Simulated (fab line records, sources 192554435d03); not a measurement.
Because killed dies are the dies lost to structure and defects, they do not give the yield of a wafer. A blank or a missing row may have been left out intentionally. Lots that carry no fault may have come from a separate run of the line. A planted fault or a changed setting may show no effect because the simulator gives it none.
fab line records + flow n5_finfet
[record]
- lots = 11
- wafers = 32
- last_day = 15
route steps=1938 shown BEOL_M5@1112 PASSIVATION@1936
lots that met no fault: taken from a fault-free run of the same line
start_h: start of the lot's first displayed wafer, in hours after the record's first day + wait_h: hours from the lot's prior step to this one + " repeats the value in the row above + L1.1+2: a single row standing in for several wafers + - no value present, or no start provided + * or withheld: withheld + < > ~ a bound
route shown NAME@n: NAME is a module with steps in the file, n the number in the route of the first one + usual: the fault-free wafers' mean and standard deviation + same: alike in all rows + chamber/n: place in a boat + sites: the reading at each site + _std_site: the standard deviation of these + _edge_site: inner sites' mean taken away from outer sites' mean + radius_mm: for every site, how far away it sits from the centre of the wafer + mask NAME#n: copy n + behind: the last tool/chamber to shape the wafer + hold: reason for holding the lot/hours on hold/outcome of the hold + device: which transistor (n, p or np) failed to switch + end of line: the route-end tests of the same wafers + for a step that has no rows: nothing shown but its recipe + killed: count of dies lost to structure and defects at first sort (not the wafer's yield) + map: per-die view of a wafer (x killed, . not killed, _ where there is no die)
set.NAME: the setting the step ran with; set.NAME@STEP: the setting that earlier step ran with + model.NAME: the simulator's own value behind a step, which no gauge read
one table for each step of the route and one row for each wafer, over a sample of lots
services: from which hour (start_h, from the record's first day; less than 0 if before it) a tool's chamber was out of use, for how many hours, and why
[[steps]]
[step N5_BEOL_M5_ILD_DEP_00]
[recipe]
- material = SiCOH_lowk
- target_thk_a = 1406.4
- temp_c = 300
- precursor = DEMS/porogen
- pressure_torr = 5
- rf_w = 500
- time_s = 25.9
[usual]
- heater_power_w = 295/61
- showerhead_plenum_p_Torr = 5.738/0.016
- throttle_valve_pct = 13.9/0.51
| lot.wafer | tool     | chamber | start_h | wait_h | heater_power_w | showerhead_plenum_p_Torr | since_wet_clean_h | throttle_valve_pct |
|-----------|----------|---------|---------|--------|----------------|--------------------------|-------------------|--------------------|
| L904.2    | pecvd-01 | 1       | 178.20  | 0.7    | 388            | 5.740                    | 1607              | 13.9               |
| L904.3    | "        | 2       | "       | "      | 322            | 5.752                    | 128               | 13.2               |
| L904.5    | "        | 2       | "       | "      | 322            | 5.761                    | -                 | 13.0               |
| L905.1    | pecvd-03 | 1       | 178.53  | 0.8    | 167            | 5.720                    | 1426              | 14.0               |
| L905.3    | "        | 2       | "       | "      | 330            | 5.746                    | 2151              | 13.9               |
| L905.5    | "        | 0       | "       | "      | 280            | 5.730                    | -                 | 13.2               |
| L908.1    | pecvd-02 | 2       | 201.34  | 0.8    | 297            | 5.717                    | 332               | 13.4               |
| L908.6    | "        | 1       | "       | "      | 306            | 5.759                    | -                 | 14.4               |
| L910.1    | pecvd-02 | 0       | 206.11  | 0.8    | 286            | 5.735                    | 1091              | 14.3               |
| L910.3    | "        | 0       | "       | "      | 219            | 5.735                    | -                 | 14.6               |
| L910.5    | "        | 0       | "       | "      | 223            | 5.724                    | -                 | 14.4               |
| L912.1    | pecvd-02 | 2       | 225.41  | 0.8    | 310            | 5.708                    | 357               | 13.5               |
| L912.2    | "        | 1       | "       | "      | 317            | 5.772                    | 1836              | 14.1               |
| L912.3    | "        | 0       | "       | "      | 256            | 5.721                    | 1111              | 14.5               |
| L914.2    | pecvd-03 | 0       | 231.54  | 0.7    | 226            | 5.739                    | 754               | 13.7               |
| L914.3    | "        | 1       | "       | "      | 195            | 5.744                    | -                 | 14.2               |
| L914.5    | "        | 0       | "       | "      | 240            | 5.724                    | -                 | 13.5               |
| L913.2    | pecvd-01 | 0       | 231.80  | 0.7    | 353            | 5.765                    | 936               | 14.6               |
| L913.4    | "        | 2       | "       | "      | 320            | 5.750                    | -                 | 13.2               |
| L913.5    | "        | 1       | "       | "      | 423            | 5.739                    | -                 | 14.3               |
| L917.1    | pecvd-03 | 0       | 248.44  | 0.8    | 236            | 5.739                    | 771               | 13.8               |
| L917.3    | "        | 1       | "       | "      | 177            | 5.734                    | 1496              | 14.2               |
| L917.6    | "        | 0       | "       | "      | 240            | 5.743                    | -                 | 13.4               |
| L919.4    | pecvd-02 | 2       | 254.24  | 0.4    | 305            | 5.721                    | -                 | 13.3               |
| L919.5    | "        | 1       | "       | "      | 322            | 5.763                    | -                 | 14.4               |
| L919.6    | "        | 0       | "       | "      | 282            | 5.733                    | -                 | 14.3               |
| L920.1    | pecvd-03 | 1       | 256.19  | 0.8    | 199            | 5.736                    | 1504              | 14.2               |
| L920.2    | "        | 0       | "       | "      | 256            | 5.728                    | 779               | 13.3               |
| L920.5    | "        | 0       | "       | "      | 255            | 5.736                    | -                 | 13.7               |
| L921.2    | pecvd-01 | 1       | 261.63  | 0.7    | 401            | 5.746                    | 1691              | 14.3               |
| L921.3    | "        | 2       | "       | "      | 270            | 5.740                    | 212               | 13.1               |
| L921.4    | "        | 2       | "       | "      | 279            | 5.744                    | -                 | 13.5               |
[step N5_BEOL_M5_EXPOSE_25]
[recipe]
- mask_id = V4
- na = 0.33
- source_shape = quasar
- sigma_inner = 0.2
- sigma_outer = 0.6
- polarization = unpolarized
- defocus_nm = 10
- dose_mj = 52.75
| lot.wafer  | tool           | chamber | start_h | wait_h | mask |
|------------|----------------|---------|---------|--------|------|
| L904.2+3+5 | euv_scanner-02 | 0       | 181.42  | -      | V4#0 |
| L905.1+3+5 | euv_scanner-01 | 0       | 181.75  | -      | V4#0 |
| L908.1+6   | euv_scanner-02 | 0       | 205.04  | -      | V4#0 |
| L910.1+3+5 | euv_scanner-01 | 0       | 212.23  | -      | V4#0 |
| L912.1+2+3 | euv_scanner-01 | 0       | 229.44  | -      | V4#0 |
| L914.2+3+5 | euv_scanner-01 | 0       | 233.72  | -      | V4#0 |
| L913.2+4+5 | euv_scanner-01 | 0       | 233.88  | -      | V4#0 |
| L917.1+3+6 | euv_scanner-02 | 0       | 251.36  | -      | V4#0 |
| L919.4+5+6 | euv_scanner-02 | 0       | 257.90  | -      | V4#0 |
| L920.1+2+5 | euv_scanner-02 | 0       | 258.90  | -      | V4#0 |
| L921.2+3+4 | euv_scanner-02 | 0       | 266.43  | -      | V4#0 |
[step N5_BEOL_M5_OVL_MEAS_29]
[recipe]
- points_per_wafer = 522
[usual]
- V4_OVL = -0.4/0.71
| lot.wafer | tool       | chamber | start_h | wait_h | V4_OVL[nm] |
|-----------|------------|---------|---------|--------|------------|
| L904.2    | overlay-01 | 0       | 181.58  | 0.0    | -1.1       |
| L904.3    | "          | 0       | "       | "      | -1.0       |
| L904.5    | "          | 0       | "       | "      | 0.3        |
| L905.1    | overlay-01 | 0       | 181.92  | 0.0    | 0.5        |
| L905.3    | "          | 0       | "       | "      | -0.2       |
| L905.5    | "          | 0       | "       | "      | 0.0        |
| L908.1    | overlay-02 | 0       | 205.21  | 0.0    | 0.2        |
| L908.6    | "          | 0       | "       | "      | -0.5       |
| L910.1    | overlay-01 | 0       | 212.40  | 0.0    | -1.0       |
| L910.3    | "          | 0       | "       | "      | 0.0        |
| L910.5    | "          | 0       | "       | "      | 0.2        |
| L912.1    | overlay-01 | 0       | 229.61  | 0.0    | 4.7        |
| L912.2    | "          | 0       | "       | "      | 3.9        |
| L912.3    | "          | 0       | "       | "      | 5.2        |
| L914.2    | overlay-02 | 0       | 233.89  | 0.0    | 3.5        |
| L914.3    | "          | 0       | "       | "      | 4.9        |
| L914.5    | "          | 0       | "       | "      | 4.2        |
| L913.2    | overlay-02 | 0       | 234.05  | 0.0    | 3.8        |
| L913.4    | "          | 0       | "       | "      | 3.7        |
| L913.5    | "          | 0       | "       | "      | 3.3        |
| L917.1    | overlay-01 | 0       | 251.53  | 0.0    | -1.3       |
| L917.3    | "          | 0       | "       | "      | -1.0       |
| L917.6    | "          | 0       | "       | "      | -0.7       |
| L919.4    | overlay-01 | 0       | 258.06  | 0.0    | 1.0        |
| L919.5    | "          | 0       | "       | "      | 0.9        |
| L919.6    | "          | 0       | "       | "      | -0.2       |
| L920.1    | overlay-01 | 0       | 259.07  | 0.0    | -0.5       |
| L920.2    | "          | 0       | "       | "      | -1.8       |
| L920.5    | "          | 0       | "       | "      | -0.5       |
| L921.2    | overlay-02 | 0       | 266.60  | 0.0    | 0.2        |
| L921.3    | "          | 0       | "       | "      | -1.2       |
| L921.4    | "          | 0       | "       | "      | -0.6       |
[step N5_BEOL_M5_VIA_ETCH_34]
[recipe]
- chemistry = C4F6/O2
- target = SiCOH_lowk
- target_depth_a = 883
- mask_material = SOC
- taper_deg = 4
- time_s = 39.2
- ion_energy_ev = 250
- pressure_mtorr = 30
- source_w = 345
- bias_w = 185
- Ar_flow_sccm = 300
- C4F6_flow_sccm = 10
- O2_flow_sccm = 10
[usual]
- bias_w = 185.1/0.6
- drypump_motor_current_A = 5.8/0.41
- oes_product_au = 0.77/0.091
- rf_vpp_V = 661/23
- showerhead_plenum_p_Torr = 2.86/0.083
- throttle_valve_pct = 20.90/0.29
| lot.wafer | tool        | chamber | start_h | wait_h | bias_w | drypump_motor_current_A | oes_product_au | rf_hours_counter_h | rf_vpp_V | showerhead_plenum_p_Torr | throttle_valve_pct |
|-----------|-------------|---------|---------|--------|--------|-------------------------|----------------|--------------------|----------|--------------------------|--------------------|
| L904.2    | rie_diel-02 | 1       | 181.85  | 0.0    | 184.3  | 5.7                     | 0.71           | 191                | 637      | 2.74                     | 21.24              |
| L904.3    | "           | 2       | "       | "      | 184.8  | 6.0                     | 0.74           | 177                | 662      | 2.96                     | 21.04              |
| L904.5    | "           | 0       | "       | "      | 184.3  | 5.9                     | 0.70           | -                  | 698      | 2.89                     | 20.94              |
| L905.1    | rie_diel-03 | 2       | 182.38  | 0.0    | 186.1  | 6.4                     | 0.74           | 168                | 675      | 2.83                     | 20.83              |
| L905.3    | "           | 0       | "       | "      | 185.1  | 6.1                     | 0.74           | 162                | 646      | 2.94                     | 20.61              |
| L905.5    | "           | 3       | "       | "      | 185.2  | 6.6                     | 0.88           | -                  | 671      | 3.02                     | 20.70              |
| L908.1    | rie_diel-02 | 3       | 205.48  | 0.0    | 185.2  | 5.8                     | 0.69           | 218                | 695      | 2.80                     | 21.30              |
| L908.6    | "           | 3       | "       | "      | 184.8  | 5.8                     | 0.69           | -                  | 697      | 2.80                     | 21.31              |
| L910.1    | rie_diel-01 | 3       | 212.68  | 0.0    | 184.7  | 6.3                     | 0.66           | 256                | 660      | 2.78                     | 20.89              |
| L910.3    | "           | 0       | "       | "      | 184.8  | 5.1                     | 0.73           | 187                | 648      | 2.96                     | 20.88              |
| L910.5    | "           | 2       | "       | "      | 185.3  | 5.4                     | 0.85           | -                  | 682      | 2.86                     | 21.03              |
| L912.1    | rie_diel-03 | 1       | 229.88  | 0.0    | 185.2  | 5.7                     | 0.72           | 184                | 653      | 2.81                     | 21.11              |
| L912.2    | "           | 3       | "       | "      | 184.7  | 6.6                     | 0.86           | 47                 | 672      | 3.01                     | 20.74              |
| L912.3    | "           | 0       | "       | "      | 184.9  | 6.1                     | 0.73           | 173                | 646      | 2.94                     | 20.64              |
| L914.2    | rie_diel-01 | 0       | 235.14  | 0.0    | 185.6  | 5.1                     | 0.72           | 196                | 650      | 2.95                     | 20.90              |
| L914.3    | "           | 2       | "       | "      | 184.9  | 5.4                     | 0.85           | 85                 | 682      | 2.86                     | 21.04              |
| L914.5    | "           | 0       | "       | "      | 185.3  | 5.1                     | 0.72           | -                  | 650      | 2.95                     | 20.91              |
| L913.2    | rie_diel-01 | 0       | 235.53  | 0.0    | 184.4  | 5.1                     | 0.73           | 196                | 648      | 2.95                     | 20.89              |
| L913.4    | "           | 0       | "       | "      | 184.6  | 5.1                     | 0.73           | -                  | 649      | 2.95                     | 20.89              |
| L913.5    | "           | 2       | "       | "      | 184.3  | 5.4                     | 0.84           | -                  | 682      | 2.86                     | 21.04              |
| L917.1    | rie_diel-02 | 0       | 251.80  | 0.0    | 184.4  | 5.9                     | 0.94           | 10                 | 697      | 2.88                     | 20.45              |
| L917.3    | "           | 2       | "       | "      | 184.6  | 6.0                     | 0.72           | 200                | 660      | 2.95                     | 21.06              |
| L917.6    | "           | 1       | "       | "      | 186.0  | 5.7                     | 0.69           | -                  | 635      | 2.73                     | 21.26              |
| L919.4    | rie_diel-02 | 3       | 258.32  | 0.0    | 184.1  | 5.8                     | 0.68           | 234                | 693      | 2.79                     | 21.33              |
| L919.5    | "           | 0       | "       | "      | 184.9  | 6.0                     | 0.95           | -                  | 696      | 2.88                     | 20.45              |
| L919.6    | "           | 1       | "       | "      | 183.8  | 5.7                     | 0.68           | -                  | 636      | 2.73                     | 21.27              |
| L920.1    | rie_diel-01 | 2       | 259.55  | 0.0    | 185.1  | 5.4                     | 0.83           | 95                 | 681      | 2.85                     | 21.06              |
| L920.2    | "           | 0       | "       | "      | 185.1  | 5.1                     | 0.72           | 206                | 650      | 2.95                     | 20.90              |
| L920.5    | "           | 0       | "       | "      | 185.8  | 5.1                     | 0.72           | -                  | 649      | 2.95                     | 20.91              |
| L921.2    | rie_diel-01 | 2       | 266.87  | 0.0    | 184.4  | 5.4                     | 0.83           | 97                 | 682      | 2.85                     | 21.06              |
| L921.3    | "           | 1       | "       | "      | 185.4  | 5.6                     | 0.91           | 21                 | 621      | 2.78                     | 20.38              |
| L921.4    | "           | 0       | "       | "      | 184.8  | 5.1                     | 0.71           | -                  | 649      | 2.95                     | 20.90              |
[step N5_BEOL_M5_STRIP_36]
[recipe]
- chemistry = N2/H2
- power_w = 450
- temp_c = 40
- pressure_mtorr = 20
- rf_frequency_hz = 6e+07
- overash_fraction = 0.3
- bias_power_w = 7
- h2_frac = 0.5
- n2_flow_sccm = 200
- h2_flow_sccm = 200
[usual]
- drypump_motor_current_A = 5.8/0.41
- oes_product_au = 0.77/0.087
- rf_vpp_V = 59.1/1.5
- showerhead_plenum_p_Torr = 2.56/0.08
- throttle_valve_pct = 23.8/0.48
| lot.wafer | tool        | chamber | start_h | wait_h | drypump_motor_current_A | oes_product_au | rf_hours_counter_h | rf_vpp_V | showerhead_plenum_p_Torr | throttle_valve_pct |
|-----------|-------------|---------|---------|--------|-------------------------|----------------|--------------------|----------|--------------------------|--------------------|
| L904.2    | rie_diel-02 | 1       | 181.90  | 0.0    | 5.7                     | 0.71           | 191                | 55.9     | 2.41                     | 23.9               |
| L904.3    | "           | 2       | "       | "      | 6.0                     | 0.75           | 177                | 61.8     | 2.65                     | 24.1               |
| L904.5    | "           | 0       | "       | "      | 5.9                     | 0.69           | -                  | 59.8     | 2.62                     | 24.2               |
| L905.1    | rie_diel-03 | 2       | 182.43  | 0.0    | 6.4                     | 0.73           | 168                | 58.8     | 2.51                     | 23.3               |
| L905.3    | "           | 0       | "       | "      | 6.1                     | 0.75           | 162                | 60.3     | 2.63                     | 23.1               |
| L905.5    | "           | 3       | "       | "      | 6.6                     | 0.88           | -                  | 59.1     | 2.69                     | 23.4               |
| L908.1    | rie_diel-02 | 3       | 205.53  | 0.0    | 5.8                     | 0.69           | 218                | 58.1     | 2.50                     | 24.4               |
| L908.6    | "           | 3       | "       | "      | 5.8                     | 0.69           | -                  | 56.3     | 2.50                     | 24.4               |
| L910.1    | rie_diel-01 | 3       | 212.72  | 0.0    | 6.3                     | 0.66           | 256                | 57.2     | 2.49                     | 23.6               |
| L910.3    | "           | 0       | "       | "      | 5.1                     | 0.71           | 187                | 58.9     | 2.63                     | 23.6               |
| L910.5    | "           | 2       | "       | "      | 5.4                     | 0.84           | -                  | 58.9     | 2.58                     | 24.5               |
| L912.1    | rie_diel-03 | 1       | 229.93  | 0.0    | 5.7                     | 0.72           | 184                | 60.2     | 2.51                     | 24.0               |
| L912.2    | "           | 3       | "       | "      | 6.6                     | 0.86           | 47                 | 57.9     | 2.68                     | 23.4               |
| L912.3    | "           | 0       | "       | "      | 6.1                     | 0.75           | 173                | 59.3     | 2.62                     | 23.1               |
| L914.2    | rie_diel-01 | 0       | 235.19  | 0.0    | 5.1                     | 0.72           | 196                | 59.7     | 2.63                     | 23.6               |
| L914.3    | "           | 2       | "       | "      | 5.5                     | 0.84           | 85                 | 60.5     | 2.58                     | 24.6               |
| L914.5    | "           | 0       | "       | "      | 5.1                     | 0.71           | -                  | 62.1     | 2.63                     | 23.6               |
| L913.2    | rie_diel-01 | 0       | 235.58  | 0.0    | 5.1                     | 0.71           | 196                | 55.7     | 2.63                     | 23.6               |
| L913.4    | "           | 0       | "       | "      | 5.1                     | 0.72           | -                  | 62.3     | 2.63                     | 23.6               |
| L913.5    | "           | 2       | "       | "      | 5.4                     | 0.83           | -                  | 59.5     | 2.58                     | 24.6               |
| L917.1    | rie_diel-02 | 0       | 251.85  | 0.0    | 5.9                     | 0.92           | 10                 | 60.8     | 2.62                     | 23.5               |
| L917.3    | "           | 2       | "       | "      | 6.0                     | 0.74           | 200                | 59.0     | 2.63                     | 24.1               |
| L917.6    | "           | 1       | "       | "      | 5.7                     | 0.70           | -                  | 58.1     | 2.40                     | 24.0               |
| L919.4    | rie_diel-02 | 3       | 258.36  | 0.0    | 5.7                     | 0.68           | 234                | 59.8     | 2.49                     | 24.5               |
| L919.5    | "           | 0       | "       | "      | 6.0                     | 0.94           | -                  | 58.3     | 2.61                     | 23.5               |
| L919.6    | "           | 1       | "       | "      | 5.7                     | 0.68           | -                  | 57.3     | 2.40                     | 24.0               |
| L920.1    | rie_diel-01 | 2       | 259.59  | 0.0    | 5.4                     | 0.82           | 95                 | 58.9     | 2.58                     | 24.6               |
| L920.2    | "           | 0       | "       | "      | 5.1                     | 0.71           | 206                | 60.3     | 2.62                     | 23.6               |
| L920.5    | "           | 0       | "       | "      | 5.1                     | 0.72           | -                  | 58.6     | 2.62                     | 23.6               |
| L921.2    | rie_diel-01 | 2       | 266.91  | 0.0    | 5.5                     | 0.82           | 97                 | 56.7     | 2.58                     | 24.6               |
| L921.3    | "           | 1       | "       | "      | 5.7                     | 0.89           | 21                 | 58.4     | 2.49                     | 23.5               |
| L921.4    | "           | 0       | "       | "      | 5.1                     | 0.69           | -                  | 57.9     | 2.62                     | 23.6               |
[step N5_PASSIVATION_PROBE_49]
[usual]
- defect_limited_yield = 91.4/1.5
- killed_at_M0_to_M3 = 36/11
- killed_at_M4_up = 14/6
- killed_at_contacts = 11/6
- killed_at_front_end = 37/11
- killed_at_other = 4/3.4
- killed_dies = 102/18
- killed_open = 66/13
- killed_short = 34/7.8
- sort_bin_4_leakage = 0.00/0.017
- sort_bin_5_function = 5.0/0.97
- sort_bin_6_memory = 3.2/0.7
- sort_n_pass = 1078/19
- sort_yield_pct = 91.3/1.6
[same]
- gross_dies = 1180
- killed_at_back_side = 0
- sort_bin_8_speed[%] = 0
| lot.wafer | tool      | chamber | start_h | wait_h | defect_limited_yield[%] | killed_at_M0_to_M3 | killed_at_M4_up | killed_at_contacts | killed_at_front_end | killed_at_other | killed_dies | killed_open | killed_short | sort_bin_4_leakage[%] | sort_bin_5_function[%] | sort_bin_6_memory[%] | sort_n_pass | sort_yield_pct[%] |
|-----------|-----------|---------|---------|--------|-------------------------|--------------------|-----------------|--------------------|---------------------|-----------------|-------------|-------------|--------------|-----------------------|------------------------|----------------------|-------------|-------------------|
| L917.1    | prober-02 | -       | 349.82  | 0.9    | 93.5                    | 27                 | 13              | 5                  | 31                  | 1               | 77          | 45          | 30           | 0                     | 3.4                    | 2.7                  | 1103        | 93.5              |
| L917.3    | prober-02 | -       | 349.92  | 1.0    | 90.8                    | 31                 | 13              | 21                 | 41                  | 2               | 108         | 65          | 43           | 0                     | 5.3                    | 3.5                  | 1072        | 90.8              |
| L917.6    | prober-02 | -       | 350.07  | 1.1    | 90.1                    | 36                 | 28              | 7                  | 44                  | 2               | 117         | 83          | 33           | 0                     | 6.1                    | 3.6                  | 1063        | 90.1              |
| L919.4    | prober-02 | -       | 353.09  | 0.2    | 90.9                    | 56                 | 14              | 7                  | 19                  | 11              | 107         | 74          | 33           | 0                     | 6.0                    | 2.7                  | 1073        | 90.9              |
| L919.5    | prober-02 | -       | 353.14  | 0.2    | 90.4                    | 47                 | 16              | 9                  | 33                  | 8               | 113         | 76          | 37           | 0                     | 5.8                    | 3.6                  | 1067        | 90.4              |
| L920.1    | prober-02 | -       | 358.91  | 0.6    | 91.6                    | 21                 | 9               | 6                  | 59                  | 4               | 99          | 67          | 32           | 0                     | 5.8                    | 2.5                  | 1081        | 91.6              |
| L920.2    | prober-02 | -       | 358.96  | 0.7    | 89.4                    | 42                 | 19              | 12                 | 43                  | 9               | 125         | 84          | 41           | 0                     | 5.9                    | 4.2                  | 1055        | 89.4              |
| L920.5    | prober-02 | -       | 359.11  | 0.8    | 88.6                    | 43                 | 7               | 18                 | 54                  | 12              | 134         | 98          | 36           | 0                     | 6.9                    | 4.5                  | 1046        | 88.6              |
| L921.2    | prober-01 | -       | 363.62  | 0.1    | 91.3                    | 42                 | 17              | 7                  | 34                  | 3               | 103         | 55          | 45           | 0                     | 5.4                    | 2.9                  | 1077        | 91.3              |
| L921.3    | prober-01 | -       | 363.67  | 0.1    | 91.4                    | 28                 | 9               | 9                  | 53                  | 2               | 101         | 60          | 41           | 0                     | 6.0                    | 2.1                  | 1079        | 91.4              |
| L921.4    | prober-01 | -       | 363.72  | 0.2    | 93.1                    | 30                 | 10              | 7                  | 34                  | 0               | 81          | 56          | 24           | 0                     | 3.6                    | 2.8                  | 1099        | 93.1              |
// killed by level:class
L917.1 FIN_SAQP:geometric_particle:short=6 STI_FIN_REVEAL:geometric_particle:open=6 BEOL_M0_SAQP:geometric_particle:open=6 GATE_CUT:geometric_particle:short=6 BEOL_M1:geometric_particle:open=6 BEOL_M3:geometric_particle:open=5 FIN_SAQP:geometric_particle:open=4 BEOL_M0_SAQP:geometric_particle:short=3
L917.3 MOL_CONTACT_COAG:geometric_particle:open=14 FIN_SAQP:geometric_particle:short=13 BEOL_M0_SAQP:geometric_particle:open=10 STI_FIN_REVEAL:geometric_particle:open=8 MOL_CONTACT_COAG:geometric_particle:short=7 BEOL_M4:geometric_particle:open=7 FIN_SAQP:geometric_particle:open=5 BEOL_M0_SAQP:geometric_particle:short=5
L917.6 BEOL_M4:geometric_particle:open=19 STI_FIN_REVEAL:geometric_particle:open=11 FIN_SAQP:geometric_particle:open=10 BEOL_M1:geometric_particle:open=8 BEOL_M2:geometric_particle:open=7 FIN_SAQP:geometric_particle:short=6 MOL_CONTACT_COAG:geometric_particle:open=5 BEOL_M3:geometric_particle:open=5
L919.4 BEOL_M0_SAQP:geometric_particle:open=18 BEOL_M0_SAQP:geometric_particle:short=10 BEOL_M3:geometric_particle:short=8 MOL_CONTACT_COAG:geometric_particle:open=6 BEOL_M1:geometric_particle:open=6 BEOL_M2:geometric_particle:open=6 MIM_TOP:geometric_particle:open=6 STI_FIN_REVEAL:geometric_particle:open=5
L919.5 BEOL_M2:geometric_particle:open=13 STI_FIN_REVEAL:geometric_particle:open=12 BEOL_M0_SAQP:geometric_particle:short=10 MOL_CONTACT_COAG:geometric_particle:open=8 BEOL_M0_SAQP:geometric_particle:open=7 BEOL_M3:geometric_particle:open=7 FIN_SAQP:geometric_particle:short=5 GATE_CUT:geometric_particle:short=5
L920.1 FIN_SAQP:geometric_particle:open=15 STI_FIN_REVEAL:geometric_particle:open=11 FIN_SAQP:geometric_particle:short=9 DUMMY_GATE:geometric_particle:open=7 BEOL_M0_SAQP:geometric_particle:short=7 BEOL_M4:geometric_particle:open=7 MOL_CONTACT_COAG:geometric_particle:open=6 BEOL_M0_SAQP:geometric_particle:open=5
L920.2 FIN_SAQP:geometric_particle:open=19 BEOL_M0_SAQP:geometric_particle:open=17 BEOL_M0_SAQP:geometric_particle:short=16 BEOL_M4:geometric_particle:open=12 FIN_SAQP:geometric_particle:short=10 MOL_CONTACT_COAG:geometric_particle:open=10 STI_FIN_REVEAL:geometric_particle:open=6 PASS1_CAP:geometric_particle:open=4
L920.5 FIN_SAQP:geometric_particle:open=18 MOL_CONTACT_COAG:geometric_particle:open=16 STI_FIN_REVEAL:geometric_particle:open=12 BEOL_M2:geometric_particle:open=12 FIN_SAQP:geometric_particle:short=8 BEOL_M0_SAQP:geometric_particle:short=8 BEOL_M0_SAQP:geometric_particle:open=7 BEOL_M1:geometric_particle:open=6
L921.2 BEOL_M1:geometric_particle:open=13 GATE_CUT:geometric_particle:short=8 BEOL_M4:geometric_particle:short=8 GATE_CUT:geometric_particle:open=7 BEOL_M0_SAQP:geometric_particle:short=7 BEOL_M0_SAQP:geometric_particle:open=6 MOL_CONTACT_COAG:geometric_particle:open=5 BEOL_M1:geometric_particle:short=5
L921.3 BEOL_M2:geometric_particle:open=8 FIN_SAQP:geometric_particle:short=7 GATE_CUT:geometric_particle:short=7 GATE_CUT:geometric_particle:open=6 MOL_CONTACT_COAG:geometric_particle:open=5 BEOL_M1:geometric_particle:open=5 MOL_CONTACT_COAG:geometric_particle:short=4 BEOL_M4:geometric_particle:open=4
L921.4 BEOL_M3:geometric_particle:open=15 STI_FIN_REVEAL:geometric_particle:open=10 GATE_CUT:geometric_particle:open=6 GATE_CUT:geometric_particle:short=5 MOL_CONTACT_COAG:geometric_particle:open=5 FIN_SAQP:geometric_particle:open=4 DUMMY_GATE:geometric_particle:open=2 ILD0:geometric_particle:short=2
[[services]]
| tool           | chamber | start_h | hours | kind                          |
|----------------|---------|---------|-------|-------------------------------|
| rie_diel-03    | -       | 160.73  | 0.5   | repair                        |
| euv_scanner-02 | -       | 176.76  | 1.0   | pm                            |
| rie_diel-01    | 1       | 187.49  | -     | clean                         |
| rie_diel-01    | 1       | 187.49  | -     | consumable_replace:focus_ring |
| rie_diel-01    | 1       | 187.49  | 23.4  | scheduled_down                |
| rie_diel-01    | 1       | 187.49  | 23.4  | vent_cycle                    |
| euv_scanner-01 | -       | 188.86  | 1.0   | pm                            |
| rie_diel-03    | -       | 198.08  | 1.1   | repair                        |
| rie_diel-03    | -       | 199.54  | 2.6   | repair                        |
| euv_scanner-01 | -       | 200.38  | 4.6   | pm                            |
| rie_diel-02    | 0       | 201.57  | -     | clean                         |
| rie_diel-02    | 0       | 201.57  | -     | consumable_replace:focus_ring |
| rie_diel-02    | 0       | 201.57  | 21.2  | scheduled_down                |
| rie_diel-02    | 0       | 201.57  | 21.2  | vent_cycle                    |
| pecvd-02       | 1       | 205.67  | 4.9   | repair                        |
| rie_diel-01    | 3       | 213.02  | 48.6  | repair                        |
| rie_diel-03    | 0       | 216.61  | 2.9   | repair                        |
| euv_scanner-02 | -       | 227.74  | 1.8   | repair                        |
| euv_scanner-02 | -       | 232.91  | 1.0   | pm                            |
| euv_scanner-01 | -       | 245.01  | 1.0   | pm                            |
| rie_diel-01    | 3       | 261.78  | -     | clean                         |
| rie_diel-01    | 3       | 261.78  | -     | consumable_replace:focus_ring |
| rie_diel-01    | 3       | 261.78  | 18.0  | scheduled_down                |
| rie_diel-01    | 3       | 261.78  | 18.0  | vent_cycle                    |
[[key]]
[first_sign]
- step = N5_BEOL_M5_OVL_MEAS_29
- reading = V4_OVL
- direction = up
- sigmas = 6.4
- usual = -0.4
- struck = 4.1
effect none on later readings
met_at N5_BEOL_M5_EXPOSE_25
struck_lots L912,L913,L914
rows_end L912.1,L912.2,L912.3,L913.2,L913.4,L913.5
not_acting_at N5_BEOL_M5_ILD_DEP_00,N5_BEOL_M5_VIA_ETCH_34,N5_BEOL_M5_STRIP_36
onset_between 212.23 229.44
[fault]
- kind = scanner_matching_overlay
- tool = euv_scanner-01
- chamber = -
- onset_h = 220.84
- steps = N5_BEOL_M5_EXPOSE_25
- offset = 4.2847
// rows_end: these wafers met a further fault down the route, and their rows from its step on are left out
